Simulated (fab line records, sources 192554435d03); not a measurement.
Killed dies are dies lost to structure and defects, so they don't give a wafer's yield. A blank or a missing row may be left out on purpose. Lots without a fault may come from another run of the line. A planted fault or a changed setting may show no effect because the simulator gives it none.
Chamber matching | flow n5_finfet | N5_SDB_ETCH_17 on rie_diel-04: 4 sister chambers
The step etches SiARC in CF4, target depth 23.4 nm, time 39 s. 8 wafers are shown with their chamber, then 10 later ones without.

WAFERS WITH THEIR CHAMBER
wafer  | chamber | drypump_motor_current_A (A) | throttle_valve_pct (%)
L080.6 | 3       | 5.9                         | 15.99
L081.3 | 3       | 5.8                         | 15.99
L085.5 | 1       | 6.5                         | 15.78
L087.1 | 2       | 5.4                         | 15.27
L087.5 | 0       | 5.1                         | 15.99
L087.6 | 2       | 5.4                         | 15.25
L091.1 | 0       | 5.1                         | 16.00
L091.2 | 1       | 6.5                         | 15.81

WAFERS WITHOUT THEIR CHAMBER
wafer  | drypump_motor_current_A (A) | throttle_valve_pct (%)
L091.4 | 5.9                         | 15.52
L093.2 | 5.4                         | 15.30
L093.3 | 5.8                         | 15.53
L093.5 | 5.5                         | 15.29
L095.1 | 5.4                         | 15.29
L095.3 | 6.5                         | 15.84
L095.5 | 5.5                         | 15.30
L096.1 | 6.5                         | 15.85
L096.5 | 5.9                         | 15.55
L096.6 | 6.5                         | 15.86

WHICH CHAMBER EACH WENT THROUGH
wafer  | from the rows above     | in truth
L091.4 | 2                       | 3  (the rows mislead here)
L093.2 | 2                       | 2
L093.3 | 2                       | 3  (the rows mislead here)
L093.5 | 2                       | 2
L095.1 | 2                       | 2
L095.3 | 1                       | 1
L095.5 | 2                       | 2
L096.1 | 1                       | 1
L096.5 | can't be placed: 1 or 2 | 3
L096.6 | 1                       | 1
Placed correctly: 7 of 10. Can't be placed from these rows: 1 (the true chamber is among the candidates in 0). Placed wrongly: 2.
How it was worked out, from the rows above alone: a wafer's distance from a chamber is the root of the sum, over the readings, of the square of ((its reading less the chamber's mean) divided by the reading's scatter). The wafer belongs to the nearest chamber; if the next one is less than 2 further off, it can't be placed. A chamber's mean is the mean of its shown wafers. The scatter: the root of (the sum of the squares of (reading less its chamber's mean) over the shown wafers, divided by (wafers less chambers)).
